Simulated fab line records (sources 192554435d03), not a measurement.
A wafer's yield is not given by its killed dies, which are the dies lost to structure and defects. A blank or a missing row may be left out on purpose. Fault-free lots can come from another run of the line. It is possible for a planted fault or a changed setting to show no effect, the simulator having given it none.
Matching of chambers / flow n5_finfet / 4 sister chambers for N5_PMOS_HMC_CHANNEL_EPI_HM_OPEN_15 on rie_diel-05
The step chemistry CHF3/O2, target SiO2, target depth 40.6 nm, time 20.3 s. 7 wafers are shown with their chamber, then 6 later ones without.

== WAFERS PAIRED WITH THEIR CHAMBERS ==
wafer=L188.2; chamber=1; showerhead_plenum_p_Torr (Torr)=2.40; drypump_motor_current_A (A)=5.67
wafer=L188.4; chamber=2; showerhead_plenum_p_Torr (Torr)=2.58; drypump_motor_current_A (A)=5.79
wafer=L203.5; chamber=0; showerhead_plenum_p_Torr (Torr)=2.39; drypump_motor_current_A (A)=5.81
wafer=L203.6; chamber=1; showerhead_plenum_p_Torr (Torr)=2.39; drypump_motor_current_A (A)=5.67
wafer=L204.1; chamber=0; showerhead_plenum_p_Torr (Torr)=2.39; drypump_motor_current_A (A)=5.80
wafer=L204.4; chamber=3; showerhead_plenum_p_Torr (Torr)=2.34; drypump_motor_current_A (A)=6.00
wafer=L204.5; chamber=3; showerhead_plenum_p_Torr (Torr)=2.34; drypump_motor_current_A (A)=6.02

== WAFERS WITHOUT THEIR CHAMBER ==
wafer=L207.2; showerhead_plenum_p_Torr (Torr)=2.33; drypump_motor_current_A (A)=6.00
wafer=L207.3; showerhead_plenum_p_Torr (Torr)=2.57; drypump_motor_current_A (A)=5.78
wafer=L207.6; showerhead_plenum_p_Torr (Torr)=2.39; drypump_motor_current_A (A)=5.82
wafer=L209.1; showerhead_plenum_p_Torr (Torr)=2.38; drypump_motor_current_A (A)=5.82
wafer=L209.4; showerhead_plenum_p_Torr (Torr)=2.33; drypump_motor_current_A (A)=6.01
wafer=L209.5; showerhead_plenum_p_Torr (Torr)=2.39; drypump_motor_current_A (A)=5.68

== THE CHAMBER EACH PASSED THROUGH ==
wafer=L207.2; from the rows above=3; in truth=3
wafer=L207.3; from the rows above=2; in truth=2
wafer=L207.6; from the rows above=0; in truth=0
wafer=L209.1; from the rows above=0; in truth=0
wafer=L209.4; from the rows above=3; in truth=3
wafer=L209.5; from the rows above=1; in truth=1
Correct placement for 6 of the 6. Number that these rows cannot place: 0. Wrongly placed: 0.
How it was worked out, from the rows above alone: a wafer's distance from a chamber is the root of the sum, over the readings, of the square of ((its reading less the chamber's mean) divided by the reading's scatter). The wafer belongs to the nearest chamber; if the next one is less than 2 further off, it can't be placed. The mean given for a chamber averages the wafers shown for that chamber. The scatter: take each reading less its chamber's mean, square it, sum over the shown wafers, divide by the number of wafers less the number of chambers, and take the root.
